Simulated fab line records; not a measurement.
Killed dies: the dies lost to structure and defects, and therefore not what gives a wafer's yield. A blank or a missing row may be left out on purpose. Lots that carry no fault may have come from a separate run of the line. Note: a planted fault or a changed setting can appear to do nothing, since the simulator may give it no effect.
What tool caused it? | flow nand-harc | route of 1302 steps, sampled at 1 step: 14 lots, 42 wafers

WHAT THE GAUGES SHOWED, per wafer
NHARC_P_ZERO_WELL_CD_MEAS_11: target cd 500 nm.
lot  | measured     | on        | cd-nm (nm)
L798 | day 2 07:14  | cd-sem-02 | 500.0 500.9 499.3
L799 | day 2 17:14  | cd-sem-03 | 498.4 498.6 500.4
L800 | day 3 03:14  | cd-sem-01 | 500.5 501.0 500.2
L801 | day 3 13:14  | cd-sem-02 | 498.1 497.8 497.7
L802 | day 3 23:07  | cd-sem-01 | 500.1 498.6 499.0
L803 | day 4 09:16  | cd-sem-02 | 497.4 497.4 495.5
L804 | day 4 19:29  | cd-sem-03 | 500.2 500.2 500.0
L807 | day 6 01:14  | cd-sem-01 | 498.1 498.1 497.7
L808 | day 6 11:08  | cd-sem-01 | 501.3 500.3 499.7
L811 | day 7 17:14  | cd-sem-03 | 502.8 501.4 501.9
L815 | day 9 09:14  | cd-sem-02 | 499.3 499.2 500.1
L816 | day 9 19:08  | cd-sem-02 | 498.2 498.3 500.0
L818 | day 10 15:11 | cd-sem-02 | 498.8 498.6 498.9
L819 | day 11 01:14 | cd-sem-02 | 497.0 500.4 500.3

WHICH TOOL RAN EACH LOT (tool, then ch and the chambers of the sampled wafers, then the start)
There is no process step in the record ahead of these readings.

WHAT THE TOOLS THEMSELVES READ (means of the sampled wafers that have a number; where no wafer has one, the mark that the record gives instead)
The record holds no such reading with a usual standard deviation.

THE ANSWER, worked out from the rows above alone
Rule: what is usual is taken from the lots themselves. The widest of any qualifying gaps counts: lots, ordered by their means at a reading, are off when they make up no more than a third of the lots, leave a main group of 4 or more, and stand apart from it by 3 or more times the standard deviation of that group's means. A main group is skipped when, at the precision printed for the reading in the tables above, its means are all equal. A lot without any number at a reading at which 4 lots or more have one is off too. All remaining lots with rows at the step are treated as sound. First the gauges in route order, then the tools' own readings, where a lot's mean is used as printed above. The first step at which some lot is off is used, and at that step the reading that is off furthest; a lot without a number counts as furthest.
No lot is off on any of the readings shown, so nothing can be concluded from this.

WHAT THE SIMULATOR HAD PUT IN
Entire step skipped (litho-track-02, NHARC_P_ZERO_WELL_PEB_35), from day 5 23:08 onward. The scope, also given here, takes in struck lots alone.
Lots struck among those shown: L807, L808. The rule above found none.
